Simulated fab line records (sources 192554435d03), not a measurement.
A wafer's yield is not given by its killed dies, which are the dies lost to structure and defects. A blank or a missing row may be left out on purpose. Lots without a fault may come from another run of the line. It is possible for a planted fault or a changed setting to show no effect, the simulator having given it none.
fab line records -- flow n5-finfet
record: lots: 5, wafers: 15, last-day: 18
route steps=1938 shown BEOL_M15@1808 PASSIVATION@1936
lots untouched by any fault: they come from a run of this same line in which no faults occurred
start-h: hours from the record's first day to the start of the lot's first wafer shown -- wait-h: hours since the lot's step before -- " identical to the entry in the row above -- L1.1+2: a row that stands for several wafers -- - value missing, or start not given -- * or withheld: withheld -- < > ~ a bound
route shown NAME@n: a module of which the file shows steps, and the number in the route of the first -- usual: mean and standard deviation over wafers with no fault -- same: alike in all rows -- chamber/n: place in a boat -- sites: readings site by site -- _std_site: the standard deviation of these -- _edge_site: inner sites' mean taken away from outer sites' mean -- radius-mm: how far each site lies from the wafer's centre -- mask NAME#n: copy n -- behind: the most recent tool/chamber to have shaped the wafer -- hold: why the lot went on hold/how many hours it stayed there/how the hold came to an end -- device: the transistor (n, p or np) that didn't switch -- end of line: tests of these same wafers at the route's end -- a step without rows: its recipe alone -- killed: dies lost to structure and defects at the first sort, not the wafer's yield -- map: per-die view of a wafer (x killed, . not killed, _ where there is no die)
set.NAME: the setting the step ran with; set.NAME@STEP: the setting that earlier step ran with -- model.NAME: the simulator's own value behind a step, which no gauge read
lots at some steps of the route; a table a step, a row a wafer
services: the hour from which a tool's chamber was out of use, counted from the record's first day as start-h (under 0 if before that day), plus the number of hours and why
== steps ==
step: N5_BEOL_M15_ETCH_61
recipe: chemistry: N2/H2, target: BARC, target-depth-a: 890, overetch-a: 267, time-s: 67.9, ion-energy-ev: 200, pressure-mtorr: 30, source-w: 840, bias-w: 150, n2-flow-sccm: 200, h2-flow-sccm: 200
usual: drypump-motor-current-A: 5.7/0.39, oes-product-au: 0.69/0.071, rf-vpp-V: 524.3/2.4, showerhead-plenum-p-Torr: 2.55/0.087, throttle-valve-pct: 17.80/0.24
lot.wafer,tool,chamber,start-h,wait-h,drypump-motor-current-A,oes-product-au,rf-hours-counter-h,rf-vpp-V,showerhead-plenum-p-Torr,throttle-valve-pct
L463.3,rie-diel-05,1,256.54,0.0,5.8,0.65,172,527.8,2.65,17.79
L463.5,rie-diel-05,3,256.54,0.0,5.7,0.60,-,525.4,2.59,17.97
L463.6,rie-diel-05,2,256.54,0.0,5.6,0.65,-,521.8,2.42,17.67
L467.3,rie-diel-05,0,282.98,0.0,5.1,0.82,2,523.8,2.61,17.88
L467.5,rie-diel-05,1,282.98,0.0,5.8,0.63,-,528.0,2.64,17.81
L467.6,rie-diel-05,2,282.98,0.0,5.6,0.64,-,521.7,2.42,17.69
L466.1,rie-diel-02,3,284.03,0.0,5.6,0.69,95,525.0,2.56,17.79
L466.5,rie-diel-02,3,284.03,0.0,5.6,0.69,-,525.6,2.56,17.76
L466.6,rie-diel-02,0,284.03,0.0,6.5,0.73,-,526.1,2.59,17.89
L471.1,rie-diel-02,2,330.50,0.0,6.2,0.77,39,525.1,2.58,17.70
L471.4,rie-diel-02,1,330.50,0.0,5.4,0.61,230,525.7,2.62,18.32
L471.5,rie-diel-02,2,330.50,0.0,6.1,0.76,-,525.8,2.58,17.70
L483.3,rie-diel-05,0,406.34,0.0,5.1,0.74,41,525.1,2.59,17.97
L483.5,rie-diel-05,0,406.34,0.0,5.1,0.75,-,524.5,2.60,17.94
L483.6,rie-diel-05,3,406.34,0.0,5.7,0.76,-,526.2,2.57,17.53
step: N5_BEOL_M15_TRENCH_ETCH_34
recipe: chemistry: C4F8/O2/Ar, target: SiO2, target-depth-a: 8729.3, he-inner-torr: 15, he-outer-torr: 30, time-s: 199, ion-energy-ev: 800, pressure-mtorr: 20, source-w: 1905, bias-w: 2040, Ar_flow_sccm: 400, C4F8_flow_sccm: 16, O2_flow_sccm: 12
step: N5_BEOL_M15_STRIP_36
recipe: chemistry: O2, power-w: 600, temp-c: 60, pressure-mtorr: 30, rf-frequency-hz: 6e+07, bias-power-w: 0, overash-fraction: 0.3, o2-flow-sccm: 225
usual: drypump-motor-current-A: 5.7/0.41, oes-product-au: 0.81/0.095, rf-vpp-V: 3.7/0.89, showerhead-plenum-p-Torr: 2.10/0.079, throttle-valve-pct: 16.62/0.2
lot.wafer,tool,chamber,start-h,wait-h,drypump-motor-current-A,oes-product-au,rf-hours-counter-h,rf-vpp-V,showerhead-plenum-p-Torr,throttle-valve-pct
L463.3,rie-diel-05,3,259.84,3.0,5.8,0.69,253,3.8,2.15,16.89
L463.5,rie-diel-05,3,259.84,3.0,5.7,0.70,-,2.2,2.15,16.87
L463.6,rie-diel-05,2,259.84,3.0,5.6,0.77,-,4.6,2.00,16.55
L467.3,rie-diel-06,2,285.06,1.8,5.9,0.67,248,2.7,2.06,16.83
L467.5,rie-diel-06,3,285.06,1.8,5.2,0.94,-,5.7,2.23,16.74
L467.6,rie-diel-06,0,285.06,1.8,5.2,0.68,-,3.5,1.98,16.81
L466.1,rie-diel-02,2,285.18,0.9,6.1,0.91,26,4.0,2.13,16.48
L466.5,rie-diel-02,3,285.18,0.9,5.5,0.81,-,3.5,2.11,16.61
L466.6,rie-diel-02,0,285.18,0.9,6.5,0.86,-,3.4,2.14,16.67
L471.1,rie-diel-02,0,330.79,0.1,6.5,0.84,60,4.6,2.14,16.69
L471.4,rie-diel-02,1,330.79,0.1,5.3,0.69,230,3.3,2.15,17.02
L471.5,rie-diel-02,1,330.79,0.1,5.3,0.70,-,3.6,2.15,16.98
L483.3,rie-diel-06,0,408.65,2.1,5.1,0.67,243,4.3,1.97,16.86
L483.5,rie-diel-06,0,408.65,2.1,5.1,0.66,-,4.4,1.97,16.86
L483.6,rie-diel-06,1,408.65,2.1,6.1,0.79,-,5.6,2.02,16.38
step: N5_BEOL_M15_STRIP_62
recipe: chemistry: O2, power-w: 600, temp-c: 60, pressure-mtorr: 30, rf-frequency-hz: 6e+07, bias-power-w: 0, overash-fraction: 0.3, o2-flow-sccm: 225
usual: drypump-motor-current-A: 5.7/0.41, oes-product-au: 0.81/0.096, rf-vpp-V: 3.6/0.53, showerhead-plenum-p-Torr: 2.10/0.079, throttle-valve-pct: 16.63/0.2
lot.wafer,tool,chamber,start-h,wait-h,drypump-motor-current-A,oes-product-au,rf-hours-counter-h,rf-vpp-V,showerhead-plenum-p-Torr,throttle-valve-pct
L463.3,rie-diel-05,3,-,-,5.7,0.69,253,4.2,2.15,16.92
L463.5,rie-diel-05,3,-,-,5.7,0.69,-,3.4,2.15,16.93
L463.6,rie-diel-05,2,-,-,5.6,0.77,-,3.3,2.00,16.54
L467.3,rie-diel-06,2,-,-,5.9,0.68,248,4.8,2.06,16.82
L467.5,rie-diel-06,3,-,-,5.2,0.94,-,3.7,2.23,16.72
L467.6,rie-diel-06,0,-,-,5.2,0.68,-,3.9,1.98,16.83
L466.1,rie-diel-02,2,-,-,6.2,0.91,26,3.9,2.13,16.47
L466.5,rie-diel-02,3,-,-,5.5,0.80,-,2.9,2.11,16.59
L466.6,rie-diel-02,0,-,-,6.5,0.86,-,4.3,2.14,16.65
L471.1,rie-diel-02,0,-,-,6.5,0.84,60,3.5,2.14,16.70
L471.4,rie-diel-02,1,-,-,5.4,0.70,230,3.6,2.15,17.01
L471.5,rie-diel-02,1,-,-,5.4,0.70,-,2.1,2.15,17.00
L483.3,rie-diel-06,0,-,-,5.1,0.66,243,2.6,1.97,16.88
L483.5,rie-diel-06,0,-,-,5.2,0.66,-,4.0,1.97,16.88
L483.6,rie-diel-06,1,-,-,6.0,0.79,-,3.0,2.02,16.35
step: N5_BEOL_M15_STRIP_37
recipe: chemistry: O2, power-w: 600, temp-c: 60, pressure-mtorr: 30, rf-frequency-hz: 6e+07, bias-power-w: 0, overash-fraction: 0.3, o2-flow-sccm: 225
step: N5_BEOL_M15_ETCH_38
recipe: chemistry: CF4/N2, target: SiCN, target-depth-a: 1064, taper-deg: 2, time-s: 120.5, ion-energy-ev: 150, mask-material: SiO2, pressure-mtorr: 40, source-w: 430, bias-w: 70, Ar_flow_sccm: 100, cf4-flow-sccm: 60, n2-flow-sccm: 60
usual: drypump-motor-current-A: 5.7/0.41, oes-product-au: 0.82/0.096, rf-vpp-V: 382.3/2, showerhead-plenum-p-Torr: 2.21/0.078, throttle-valve-pct: 15.42/0.2
lot.wafer,tool,chamber,start-h,wait-h,drypump-motor-current-A,oes-product-au,rf-hours-counter-h,rf-vpp-V,showerhead-plenum-p-Torr,throttle-valve-pct
L463.3,rie-diel-05,3,-,-,5.7,0.69,253,383.6,2.26,15.69
L463.5,rie-diel-05,3,-,-,5.8,0.69,-,383.4,2.26,15.68
L463.6,rie-diel-05,2,-,-,5.6,0.76,-,379.7,2.13,15.42
L467.3,rie-diel-06,2,-,-,5.9,0.68,248,381.4,2.18,15.67
L467.5,rie-diel-06,3,-,-,5.2,0.95,-,385.0,2.35,15.51
L467.6,rie-diel-06,0,-,-,5.1,0.69,-,378.1,2.09,15.64
L466.1,rie-diel-02,2,-,-,6.2,0.93,26,384.8,2.25,15.26
L466.5,rie-diel-02,3,-,-,5.5,0.81,-,381.8,2.23,15.37
L466.6,rie-diel-02,0,-,-,6.5,0.87,-,382.7,2.24,15.34
L471.1,rie-diel-02,0,-,-,6.5,0.85,60,382.4,2.24,15.37
L471.4,rie-diel-02,1,-,-,5.4,0.71,230,382.5,2.26,15.80
L471.5,rie-diel-02,1,-,-,5.4,0.70,-,384.3,2.26,15.80
L483.3,rie-diel-06,0,-,-,5.1,0.67,243,380.1,2.08,15.68
L483.5,rie-diel-06,0,-,-,5.1,0.66,-,379.4,2.08,15.70
L483.6,rie-diel-06,1,-,-,6.0,0.80,-,381.3,2.13,15.15
step: N5_BEOL_M15_PRECLEAN_39
recipe: chemistry: residue-remover, time-s: 60, temp-c: 40
step: N5_BEOL_M15_SRD_40
recipe: time-s: 30, temp-c: 23, rinse-liquid: diw, dry: n2-spin, spin-rpm: 1500, dry-time-s: 30
step: N5_BEOL_M15_DEGAS_41
recipe: ambient: vacuum, temp-c: 300, time-s: 60
step: N5_BEOL_M15_PRE_CLEAN_42
recipe: gas: H2/He, time-s: 30, temp-c: 300
step: N5_BEOL_M15_SPUTTER_43
recipe: material: TaN, target-thk-a: 150, temp-c: 50, bias-v: 168.6, power-w: 15000, chamber-pressure-pa: 0.12, time-s: 24.19
step: N5_BEOL_M15_SPUTTER_44
recipe: material: Ta, target-thk-a: 150, temp-c: 50, bias-v: 80, power-w: 15000, chamber-pressure-pa: 0.07, time-s: 24.19
usual: susceptor-temp-C: 49.99/0.12, throttle-valve-pct: 29.8/0.94
lot.wafer,tool,chamber,start-h,wait-h,susceptor-temp-C,throttle-valve-pct,model.Ta_of_BEOL_M15_SPUTTER_44.thk-nm
L463.3,pvd-sputter-01,-,260.48,0.0,50.01,28.9,15
L463.5,pvd-sputter-01,-,260.48,0.0,49.92,30.5,15
L463.6,pvd-sputter-01,-,260.48,0.0,50.08,29.0,15
L467.3,pvd-sputter-03,-,285.79,0.0,49.94,30.1,15
L467.5,pvd-sputter-03,-,285.79,0.0,50.13,29.2,15
L467.6,pvd-sputter-03,-,285.79,0.0,49.93,28.5,15
L466.1,pvd-sputter-01,-,285.96,0.0,50.03,29.3,15.4
L466.5,pvd-sputter-01,-,285.96,0.0,50.09,29.1,15.2
L466.6,pvd-sputter-01,-,285.96,0.0,49.86,30.6,15
L471.1,pvd-sputter-02,-,331.30,0.0,50.01,29.3,15
L471.4,pvd-sputter-02,-,331.30,0.0,49.85,32.9,15
L471.5,pvd-sputter-02,-,331.30,0.0,50.11,29.6,15
L483.3,pvd-sputter-03,-,409.33,0.0,50.04,30.8,15.2
L483.5,pvd-sputter-03,-,409.33,0.0,50.01,29.3,14.8
L483.6,pvd-sputter-03,-,409.33,0.0,-,30.8,5
step: N5_BEOL_M15_SPUTTER_45
recipe: material: Cu, target-thk-a: 1000, temp-c: -20, bias-v: 60, power-w: 26000, chamber-pressure-pa: 0.13, time-s: 16.67
usual: susceptor-temp-C: -19.99/0.1, throttle-valve-pct: 29.8/0.95
lot.wafer,tool,chamber,start-h,wait-h,susceptor-temp-C,throttle-valve-pct
L463.3,pvd-sputter-01,-,260.56,0.0,-20.04,29.1
L463.5,pvd-sputter-01,-,260.56,0.0,-20.15,30.8
L463.6,pvd-sputter-01,-,260.56,0.0,-19.95,29.1
L467.3,pvd-sputter-03,-,285.87,0.0,-20.06,30.1
L467.5,pvd-sputter-03,-,285.87,0.0,-19.84,29.5
L467.6,pvd-sputter-03,-,285.87,0.0,-20.04,28.7
L466.1,pvd-sputter-01,-,286.04,0.0,-19.99,28.8
L466.5,pvd-sputter-01,-,286.04,0.0,-19.88,28.9
L466.6,pvd-sputter-01,-,286.04,0.0,-20.00,30.6
L471.1,pvd-sputter-02,-,331.38,0.0,-20.06,29.4
L471.4,pvd-sputter-02,-,331.38,0.0,-20.00,32.7
L471.5,pvd-sputter-02,-,331.38,0.0,-20.20,29.7
L483.3,pvd-sputter-03,-,409.41,0.0,-20.08,30.7
L483.5,pvd-sputter-03,-,409.41,0.0,-20.12,29.3
L483.6,pvd-sputter-03,-,409.41,0.0,-19.99,30.7
step: N5_BEOL_M15_ECD_47
recipe: material: Cu, target-thk-a: 18600
step: N5_BEOL_M15_ANNEAL_48
recipe: temp-c: 225, time-s: 90, ambient: N2
step: N5_BEOL_M15_CMP_49
recipe: stop-on: SiO2, t-overpolish-s: 4.9, down-force-psi: 2, platen-rpm: 80, clearing-platen-down-force-psi: 2, clearing-platen-rpm: 80, post-cmp-clean: cu-alkaline, target-thk-nm: 850, clearing-platen-pad-velocity-m-s: 1.5917, pad-velocity-m-s: 1.5917
usual: barrier-field-endpoint-s: 11.35/0.25, head-pressure-psi: 2.000/0.0043, motor-current-A: 8.1/1.1, pad-life-wafers: 1026/640
lot.wafer,tool,chamber,start-h,wait-h,barrier-field-endpoint-s,head-pressure-psi,motor-current-A,pad-life-wafers
L463.3,cmp-02,2,261.48,0.3,11.79,2.006,7.3,1683
L463.5,cmp-02,3,261.48,0.3,11.43,2.002,5.8,-
L463.6,cmp-02,0,261.48,0.3,11.42,1.997,8.4,-
L467.3,cmp-04,0,286.52,0.2,11.69,1.993,8.5,756
L467.5,cmp-04,0,286.52,0.2,11.58,1.993,8.1,-
L467.6,cmp-04,1,286.52,0.2,11.59,2.004,8.5,-
L466.1,cmp-02,2,286.96,0.4,11.63,1.995,7.6,1905
L466.6,cmp-02,3,286.96,0.4,11.05,2.000,5.8,-
L466.5,cmp-02,0,286.96,0.4,11.55,1.998,8.4,-
L471.1,cmp-02,3,332.05,0.3,11.08,1.999,6.1,192
L471.4,cmp-02,0,332.05,0.3,11.19,2.007,8.4,193
L471.5,cmp-02,3,332.05,0.3,11.09,2.007,5.9,-
L483.3,cmp-03,2,410.18,0.3,11.33,2.001,9.3,225
L483.6,cmp-03,3,410.18,0.3,7.45,1.995,8.2,-
L483.5,cmp-03,0,410.18,0.3,11.03,2.007,8.3,-
step: N5_BEOL_M15_THK_MEAS_50
recipe: thk-meas-gauge: xrf, reads: Cu_of_BEOL_M15_ECD_47
usual: M15_THK: 857/14
lot.wafer,tool,chamber,start-h,wait-h,M15_THK[nm]
L463.3,film-metro-01,-,261.66,-,854
L463.5,film-metro-01,-,261.66,-,841
L463.6,film-metro-01,-,261.66,-,863
L467.3,film-metro-02,-,286.82,-,877
L467.5,film-metro-02,-,286.82,-,846
L467.6,film-metro-02,-,286.82,-,862
L466.1,film-metro-02,-,287.14,-,845
L466.5,film-metro-02,-,287.14,-,848
L466.6,film-metro-02,-,287.14,-,862
L471.1,film-metro-01,-,332.35,-,848
L471.4,film-metro-01,-,332.35,-,833
L471.5,film-metro-01,-,332.35,-,841
L483.3,film-metro-02,-,410.36,-,863
L483.5,film-metro-02,-,410.36,-,861
L483.6,film-metro-02,-,410.36,-,857
step: N5_PASSIVATION_PROBE_49
usual: defect-limited-yield: 91.7/1.2, killed_at_M0_to_M3: 33/9.5, killed_at_M4_up: 13/4.9, killed-at-contacts: 13/6.6, killed-at-front-end: 36/11, killed-at-other: 3.0/2.6, killed-dies: 97/14, killed-open: 65/11, killed-short: 31/6.6, sort_bin_5_function: 4.8/0.82, sort_bin_6_memory: 3.1/0.58, sort-n-pass: 1083/14, sort-yield-pct: 91.7/1.2
same: gross-dies: 1180, killed-at-back-side: 0, sort_bin_4_leakage[%]: 0, sort_bin_8_speed[%]: 0
lot.wafer,tool,chamber,start-h,wait-h,defect-limited-yield[%],killed_at_M0_to_M3,killed_at_M4_up,killed-at-contacts,killed-at-front-end,killed-at-other,killed-dies,killed-open,killed-short,sort_bin_5_function[%],sort_bin_6_memory[%],sort-n-pass,sort-yield-pct[%]
L467.3,prober-01,-,301.31,0.1,91.8,52,5,9,23,8,97,62,35,5.3,2.8,1083,91.8
L467.5,prober-01,-,301.41,0.2,91.6,27,22,11,38,1,99,64,34,4.9,3.0,1081,91.6
L467.6,prober-01,-,301.46,0.3,90.3,41,10,8,49,6,114,73,37,6.0,3.2,1066,90.3
killed by level:class
L467.3 BEOL_M1:geometric-particle:open=20 BEOL_M2:geometric-particle:open=10 BEOL_M1:geometric-particle:short=7 FIN_SAQP:geometric-particle:open=5 MOL_CONTACT_COAG:geometric-particle:open=5 BEOL_M3:geometric-particle:open=5 DUMMY_GATE:geometric-particle:open=4 MOL_CONTACT_COAG:geometric-particle:short=4
L467.5 STI_FIN_REVEAL:geometric-particle:open=10 MOL_CONTACT_COAG:geometric-particle:open=10 FIN_SAQP:geometric-particle:short=8 BEOL_M5:geometric-particle:open=7 FIN_SAQP:geometric-particle:open=6 BEOL_M0_SAQP:geometric-particle:short=6 BEOL_M7:geometric-particle:open=6 BEOL_M0_SAQP:geometric-particle:open=5
L467.6 FIN_SAQP:geometric-particle:open=12 STI_FIN_REVEAL:geometric-particle:open=10 BEOL_M2:geometric-particle:open=9 MOL_CONTACT_COAG:geometric-particle:open=7 BEOL_M1:geometric-particle:short=7 BEOL_M3:geometric-particle:open=7 FIN_SAQP:geometric-particle:short=6 BEOL_M1:geometric-particle:open=6
== services ==
tool,chamber,start-h,hours,kind
cmp-02,-,233.94,0.3,repair
rie-diel-06,-,243.11,0.3,repair
cmp-04,-,251.68,0.3,repair
cmp-02,-,258.82,0.9,repair
rie-diel-05,-,302.74,0.3,repair
cmp-02,-,306.59,4.0,pm
cmp-04,-,308.40,3.7,repair
cmp-03,-,315.02,3.0,repair
cmp-04,-,320.72,3.0,repair
cmp-02,-,321.94,1.4,repair
cmp-03,-,323.98,3.5,pm
cmp-04,-,338.94,4.8,pm
pvd-sputter-02,-,339.95,2.2,repair
cmp-02,-,347.76,4.8,pm
cmp-02,-,352.83,4.5,repair
rie-diel-06,0,364.88,7.3,repair
pvd-sputter-03,-,368.00,0.7,repair
cmp-03,-,368.90,0.3,repair
pvd-sputter-03,-,372.32,1.7,repair
cmp-03,-,373.09,4.0,pm
rie-diel-06,1,374.02,1.3,repair
cmp-04,-,375.86,0.8,repair
pvd-sputter-03,-,377.74,8.1,repair
pvd-sputter-01,-,377.90,0.6,repair
== key ==
first-sign: step: N5_BEOL_M15_CMP_49, reading: barrier-field-endpoint-s, direction: down, sigmas: 16, usual: 11.35, struck: 7.45
effect none on later readings
model-effect: step: N5_BEOL_M15_SPUTTER_44, value: Ta_of_BEOL_M15_SPUTTER_44.thk-nm, without: 15.2, struck: 5
met-at N5_BEOL_M15_SPUTTER_44
struck-wafers L483.6
onset-between 285.79 409.33
fault: kind: process-parameter-drift, tool: pvd-sputter-03, chamber: -, onset-h: 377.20, steps: N5_BEOL_M15_SPUTTER_44, channel: time-s, offset: *, shape: step, end-h: 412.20, scope: struck-wafers-only, acts-in: *, stated: *
